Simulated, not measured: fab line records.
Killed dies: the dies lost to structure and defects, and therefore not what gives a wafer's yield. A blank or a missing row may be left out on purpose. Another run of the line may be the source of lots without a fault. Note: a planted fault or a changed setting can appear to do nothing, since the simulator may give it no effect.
Problem report in the 8D (eight disciplines) form, filled by code	flow nandHarc	the parts of the form that need people (team, actions taken, sign-off) are left out

## 1. THE PROBLEM
thkNm at NHARC_A_ONON_D2_THK_MEAS_14 reads a mean of 560 nm on 6 wafers of 2 lots; wafers without a fault read 999 nm with a standard deviation of 9.5. That is -46 standard deviations from the usual mean.
The step: measures by ellipsometry.
Earliest sighting: wafer L512.2 on filmMetro-02 at day 17 10:59. The record has a number at this step for 39 wafers belonging to 13 lots. By rule, "out" or "out of limits" means more than 4 standard deviations away from the usual mean. All remaining wafers that have a number are taken as sound.

## 2. WHAT THIS IS AND IS NOT
question	is	is not
which readings at this step	thkNm	-
which lots	L512, L514	L501, L504, L505, L506, L507, L517, L519, L520, L521, L522, L523
which wafers of those lots	all that have a number	-
read on which gauges	filmMetro-02	filmMetro-01
when	from day 17 10:59	up to then (15 sound wafers); but 18 sound wafers of L517, L519, L520, L521, L522, L523 came after

## 3. THE SUSPECTS, EACH WITH WHAT RULES IT OUT
Counting: a tool at any process step up to the reading remains a suspect when it ran all the lots that are out and ran no sound lot after the first of those.
- ruled out: the gauge at NHARC_A_ONON_D2_THK_MEAS_14. All the wafers that are out were read on filmMetro-02, but those of them that NHARC_END_SORT_01 has rows for are out there too, on other tools.
- pecvdOnon-01 at NHARC_A_ONON_D2_DEP_12 (target thk 1000 nm): ruled out as a lasting fault. Following L512 (day 17 10:31), the first lot on it that is out, the sound lots L523 were run on it.
Left after counting: nothing in the record.

## 4. THE CAUSE (what the simulator had put in)
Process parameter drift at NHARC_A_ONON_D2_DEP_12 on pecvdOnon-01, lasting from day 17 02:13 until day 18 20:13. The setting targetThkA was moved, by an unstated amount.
It was ruled out by counting, in error; the rule expects a fault to strike all lots run on its tool from its start on, and this fault did not.

## 5. THE EFFECT CHAIN, in route order
Each row: a reading where the mean over the struck wafers with a number is more than 3 standard deviations away from the usual. Scope: only readings with a usual standard deviation given in the record; hours: median across lots of the time from each lot's start at the first step in this table that gives one to its start at this step; sigmas: change in usual standard deviations.
hours	step	reading	usual	on struck wafers	change	sigmas
0	NHARC_A_ONON_D2_THK_MEAS_14	thkNm	999 nm	560	-439	-46
285	NHARC_END_SORT_01	killedAtArray	65	675	+610	+32
285	NHARC_END_SORT_01	killedDies	69	677	+608	+32

## 6. HOW IT WOULD HAVE BEEN CAUGHT EARLIER
In this record the first reading out of limits at a measuring or inspecting step was taken at day 17 10:59, 9 hours after the fault began at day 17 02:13.
